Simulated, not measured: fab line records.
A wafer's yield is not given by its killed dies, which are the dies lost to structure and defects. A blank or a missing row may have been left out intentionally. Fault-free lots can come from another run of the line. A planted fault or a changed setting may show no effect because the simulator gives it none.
fab line records    flow nand-harc
record: lots: 7  wafers: 21  last-day: 24
route steps=1159 shown P_START@1 P_ZERO_WELL@2
lots that met no fault: from a run of the same line without faults
start-h: hours from the record's opening day to when the first of the lot's shown wafers began    wait-h: time in hours since the lot's previous step    " as in the row above    L1.1+2: several wafers, shown together as one row    - no value present, or no start provided    * or withheld: withheld    < > ~ a bound
route shown NAME@n: names a module that has steps shown in the file, with the first one's number in the route    usual: mean/standard deviation taken from wafers without a fault    same: alike in all rows    chamber/n: place in a boat    sites: the reading at each site    _std_site: standard deviation across them    _edge_site: the outer-site mean with the inner-site mean subtracted    radius-mm: how far each site lies from the wafer's centre    mask NAME#n: copy n    behind: the last tool/chamber to shape the wafer    hold: reason for holding the lot/hours on hold/outcome of the hold    device: transistor that didn't switch, given as n, p or np    end of line: tests run on the same wafers once the route is complete    step lacking rows: just its recipe    killed: the dies lost at the first sort to structure and to defects; this is not the yield of the wafer    map: the dies of a wafer, with x for killed, . for not killed, _ for no die there
set.NAME: the setting that was run; set.NAME@STEP: the one run at that earlier step    model.NAME: the simulator's own value behind a step, which no gauge read
lots at selected steps of the route; one table per step, one row per wafer
services: a tool's chamber out of use, with start hour (start-h, from the record's first day; less than 0 if before it), hours out, and reason
== steps ==
step: NHARC_P_START_INSPECT_01
usual: raw-defect-count: 3.4/1.7
lot.wafer  tool               chamber  start-h  wait-h  raw-defect-count
L354.1     defect-inspect-01  -        36.04    -       2
L354.3     "                  -        "        "       6
L354.5     "                  -        "        "       4
L358.2     defect-inspect-02  -        60.04    -       2
L358.3     "                  -        "        "       3
L358.4     "                  -        "        "       2
L366.3     defect-inspect-01  -        108.04   -       4
L366.4     "                  -        "        "       1
L366.6     "                  -        "        "       3
L367.1     defect-inspect-01  -        114.04   -       2
L367.2     "                  -        "        "       5
L367.6     "                  -        "        "       2
L368.1     defect-inspect-02  -        120.04   -       3
L368.2     "                  -        "        "       4
L368.5     "                  -        "        "       5
L371.1     defect-inspect-01  -        138.04   -       4
L371.2     "                  -        "        "       4
L371.5     "                  -        "        "       1
L373.1     defect-inspect-02  -        150.03   -       4
L373.2     "                  -        "        "       4
L373.4     "                  -        "        "       2
step: NHARC_P_ZERO_WELL_PRECLEAN_00
recipe: time-s: 600  temp-c: 120  chemistry: SPM
step: NHARC_P_ZERO_WELL_SRD_01
step: NHARC_P_ZERO_WELL_PECVD_02
recipe: target-thk-a: 100  temp-c: 400  pressure-torr: 6.5  rf-w: withheld  teos-flow-sccm: withheld  flow-sccm: 2650  target-thk-nm: 10  gas: O2  material: SiO2
step: NHARC_P_ZERO_WELL_DEHYDRATE_03
recipe: temp-c: 150  time-s: 120
step: NHARC_P_ZERO_WELL_HMDS_04
recipe: time-s: 30
step: NHARC_P_ZERO_WELL_COAT_64
recipe: temp-c: 200  time-s: 65
step: NHARC_P_ZERO_WELL_COAT_05
recipe: spin-rpm: 2000  resist-thk-nm: 600
step: NHARC_P_ZERO_WELL_SOFTBAKE_06
recipe: temp-c: 125  time-s: 70
step: NHARC_P_ZERO_WELL_EBR_07
step: NHARC_P_ZERO_WELL_EXPOSE_08
recipe: na: 0.55  target-cd-nm: 500  dose-mj: 33.8  mask-id: P_ZERO
step: NHARC_P_ZERO_WELL_PEB_09
recipe: peb-temp-c: 128  peb-time-s: 80
usual: chill-plate-temp-C: 22.98/0.11  exhaust-pa: 44.8/1.1
lot.wafer  tool            chamber  start-h  wait-h  chill-plate-temp-C  exhaust-pa
L354.1     litho-track-02  0        37.16    0.1     23.07               42.9
L354.3     "               0        "        "       23.10               43.0
L354.5     "               0        "        "       23.16               44.8
L358.2     litho-track-05  0        61.15    0.1     23.12               46.4
L358.3     "               0        "        "       23.09               47.7
L358.4     "               0        "        "       22.93               47.5
L366.3     litho-track-05  -        109.16   0.1     -                   -
L366.4     "               -        "        "       -                   -
L366.6     "               -        "        "       -                   -
L367.1     litho-track-03  -        115.15   0.1     -                   -
L367.2     "               -        "        "       -                   -
L367.6     "               -        "        "       -                   -
L368.1     litho-track-02  -        121.10   0.1     -                   -
L368.2     "               -        "        "       -                   -
L368.5     "               -        "        "       -                   -
L371.1     litho-track-03  0        139.04   0.1     22.92               45.6
L371.2     "               0        "        "       22.99               44.5
L371.5     "               0        "        "       23.00               44.0
L373.1     litho-track-02  0        151.16   0.1     23.12               44.5
L373.2     "               0        "        "       22.94               44.1
L373.4     "               0        "        "       22.87               45.7
step: NHARC_P_ZERO_WELL_DEVELOP_10
recipe: time-s: 50  dev-temp-c: 22
== services ==
tool            chamber  start-h  hours  kind
litho-track-03  -        38.01    7.0    pm
litho-track-05  -        62.00    7.0    pm
litho-track-02  -        70.14    -      consumable-replace:filter
== key ==
first-sign: step: NHARC_P_ZERO_WELL_PEB_09  reading: tool-record  direction: missing
effect none on later readings
met-at NHARC_P_ZERO_WELL_PEB_09
struck-wafers L366.3,L366.4,L366.6,L367.1,L367.2,L367.6,L368.1,L368.2,L368.5
later-rows-left-out L366.3,L366.4,L366.6,L367.1,L367.2,L367.6,L368.1,L368.2,L368.5
sort-left-out L366.3,L366.4,L366.6,L367.1,L367.2,L367.6,L368.1,L368.2,L368.5
tester-left-out L366,L367,L368
onset-between 61.15 109.16
fault: kind: skipped-step-whole  tool: litho-track-02,litho-track-03,litho-track-05  chamber: -  onset-h: 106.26  steps: NHARC_P_ZERO_WELL_PEB_09  scope: struck-lots-only
tester-left-out: of these lots the tester's yield and bins aren't shown, on N5 and GAA mostly nor the transistor test; their killed dies are dies lost to structure and defects alone, not to doping, threshold or leakage, so they don't give the yield
sort-left-out: the simulated sort isn't trusted on such a fault, so these wafers' sort isn't shown, and their yield isn't known
later-rows-left-out: the simulator's readings of these wafers behind a module that went badly wrong aren't trusted and aren't shown, but for the sort
